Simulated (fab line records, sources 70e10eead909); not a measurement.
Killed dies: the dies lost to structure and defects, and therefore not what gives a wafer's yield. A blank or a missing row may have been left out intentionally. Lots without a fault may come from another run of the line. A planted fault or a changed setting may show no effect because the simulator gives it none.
8D (eight disciplines) problem report, filled in by code / flow nand_harc / the parts of the form that need people (team, actions taken, sign-off) are left out

1. WHAT WENT WRONG
Wafers without a fault read 90.0 nm, standard deviation 0.92; cd_nm at NHARC_P_M0_CD_MEAS_09 reads a mean of 100.3 nm on 6 wafers belonging to 2 lots. Measured from the usual mean, that is +11 standard deviations.
The step: target cd 90 nm.
Seen first at day 14 03:32 on cd_sem-01, wafer L836.1. The record has a number at this step for 33 wafers belonging to 11 lots. Rule for "out" (also "out of limits"): further than 4 standard deviations from the usual mean. The rest of the wafers with a number are treated as sound.

2. WHAT THIS IS AND IS NOT
question=which readings at this step | is=cd_nm | is not=-
question=which lots | is=L836, L837 | is not=L818, L823, L825, L827, L828, L829, L830, L831, L839
question=which wafers of those lots | is=all that have a number | is not=-
question=read on which gauges | is=cd_sem-01, cd_sem-02 | is not=cd_sem-03
question=when | is=from day 14 03:32 | is not=up to then (24 sound wafers); but 3 sound wafers of L839 came after

3. THE SUSPECTS, EACH WITH WHAT RULES IT OUT
Counting: a tool at a process step up to the reading stays a suspect if it ran every lot that is out and no sound lot after the first of them.
- ruled out: the gauge at NHARC_P_M0_CD_MEAS_09. 2 gauges (cd_sem-01, cd_sem-02) read the wafers that are out.
- litho_track-06 at NHARC_P_M0_PEB_07 (peb time 65 s): kept. It processed each lot that is out, first L836 at day 14 03:28, and no sound lot thereafter; up to then, the last sound lot it processed was L830 at day 10 21:19. On those wafers its own readings are out: heater_power_total_W, plate_temp_C.
Remaining after the count: litho_track-06 at NHARC_P_M0_PEB_07.

4. THE CAUSE (what the simulator had put in)
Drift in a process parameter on litho_track-06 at NHARC_P_M0_PEB_07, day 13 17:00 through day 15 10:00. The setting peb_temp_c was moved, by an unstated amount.
After counting, this tool was the only one left.

5. THE EFFECT CHAIN, in route order
Rows list readings where the struck wafers' mean (over those with a number) sits beyond 3 standard deviations from the usual. Readings are gone through only where the record gives a usual standard deviation; hours: the median, over the lots, of the time from a lot's start at the first step in this table giving one to that lot's start at this step; sigmas: the change measured in usual standard deviations.
hours=0; step=NHARC_P_M0_PEB_07; reading=heater_power_total_W; usual=156.5 W; on struck wafers=163.6; change=+7.1; sigmas=+16
hours=0; step=NHARC_P_M0_PEB_07; reading=plate_temp_C; usual=100.02 C; on struck wafers=103.20; change=+3.18; sigmas=+24
hours=0; step=NHARC_P_M0_CD_MEAS_09; reading=cd_nm; usual=90.0 nm; on struck wafers=100.3; change=+10.3; sigmas=+11
Here are the process steps it includes:
- NHARC_P_M0_PEB_07: peb time 65 s.

6. WHAT WOULD HAVE CAUGHT IT SOONER
In this record the first reading out of limits at a measuring or inspecting step was taken at day 14 03:32, 11 hours after the fault began at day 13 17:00.
The tool's own readings at NHARC_P_M0_PEB_07 were out on every struck wafer that the step has a row for (heater_power_total_W, plate_temp_C): an alarm limit on them would have fired on the first of those.
Lots out: 2; of these, L837 started NHARC_P_M0_PEB_07 on litho_track-06 after day 14 03:32. A hold on the tool at that time would have spared it.
